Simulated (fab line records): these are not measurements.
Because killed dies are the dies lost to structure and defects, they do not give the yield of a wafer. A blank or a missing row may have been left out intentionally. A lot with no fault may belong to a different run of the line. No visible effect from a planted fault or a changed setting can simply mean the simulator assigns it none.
A lot that was struck, set against a sound lot | flow nand harc | 11 out of 1302 route steps
Sound: wafers L793.1, L793.3, L793.4. The struck wafers were L806.1, L806.2, L806.4. At the end, the cause is stated.
Each step with rows lists, per side, the tool, then ch with its chambers, then its first start. Under that, the readings that differ: sound wafers | struck wafers | difference of the means | sigmas: that difference in standard deviations of wafers without a fault.
alike: readings whose means differ by less than 2 such deviations, and words and numbers that are the same on both sides. not compared: withheld readings, readings that some wafer has no value for, bounds like >300 that may hide the same value, and numbers for which the record gives no deviation and whose values overlap.
A row with sigmas, a row that says differs or no value, or rows on one side alone: a step with any of these is where the two part. Non-overlapping numbers with no deviation appear without sigmas and do not part them. A reading missing from all wafers of one side parts the sides only when that side holds two or more wafers.

first, 1 step without rows for these wafers: NHARC_A_WL_FILL_SRD_14.
NHARC_A_WL_FILL_ALD_19: deposits TiN, target thk 2 nm, pulse time 3 s, ald cycles 100.
  sound on ald metal-04 ch 0,1,2, day 22 04:35; struck on ald metal-04 ch 0,2,3, day 27 04:31
  alike: heater power w, precursor pulse height rel
NHARC_A_WL_FILL_CVD_20: deposits W, target thk 100 nm, time 74 s.
  sound: cvd w-01 ch 0,1; struck: cvd w-02 ch 0,1
  alike: heater power w, throttle valve pct
NHARC_A_WL_FILL_CMP_12: polishes, t overpolish 30 s, target thk 100 nm.
  sound on cmp-02 ch 0,1,2, day 22 04:58; struck on cmp-01 ch 0,2,3, day 27 05:01
  alike: edge zone pressure frac, motor current A, overpolish run s, slurry flow ml min, time to endpoint s
after that, 1 step had no rows for these wafers: NHARC_A_WL_FILL_SRD_31.
NHARC_A_WL_FILL_INSPECT_15:
  sound: defect inspect-02 at day 22 05:26; struck: defect inspect-02 at day 27 05:28
  alike: raw defect count
NHARC_A_CONTACT_DEP_24: deposits SiO2, target thk 500 nm.
  sound on pecvd-03 ch 0,2, day 22 05:30; struck on pecvd-01 ch 0,2, day 27 05:32
  alike: chamber pressure Torr, flow sccm, heater power w, throttle valve pct
NHARC_A_CONTACT_DEP_28: deposits aC, target thk 7000 nm.
  sound on acl dep-03 ch 0, day 22 06:06; struck on acl dep-01 ch 0, day 27 09:33
  reading              | sound                | struck | difference                    | sigmas
  susceptor temp C (C) | 399.53 399.58 399.67 | - - -  | no value on the struck wafers |
  alike: throttle valve pct
NHARC_A_CONTACT_DEP_29: deposits SiON, target thk 100 nm.
  sound on pecvd-03 ch 1,2, day 22 10:23; struck on pecvd-03 ch 1,2, day 27 13:47
  no value came back on the struck wafers for chamber pressure Torr (Torr), heater power outer w (W), heater power w (W); on the sound wafers chamber pressure Torr (Torr) reads 3.500 3.486 3.497
then, 1 step without rows for these wafers: NHARC_A_CONTACT_DEHYDRATE_32 (time 120 s).
-- record jumps: 3 days between struck wafers' starts before vs after; left off in module A_CONTACT, resumes in module END, first step shown is number 1302 of the route --
NHARC_END_SORT_01:
  here the record holds rows for the struck wafers (prober-01 ch 0, day 30 08:32) but none for the sound ones

WHERE THEY PART
Earliest at NHARC_A_CONTACT_DEP_28; latest, in this record, at NHARC_END_SORT_01.

WHY: the cause the simulator had injected
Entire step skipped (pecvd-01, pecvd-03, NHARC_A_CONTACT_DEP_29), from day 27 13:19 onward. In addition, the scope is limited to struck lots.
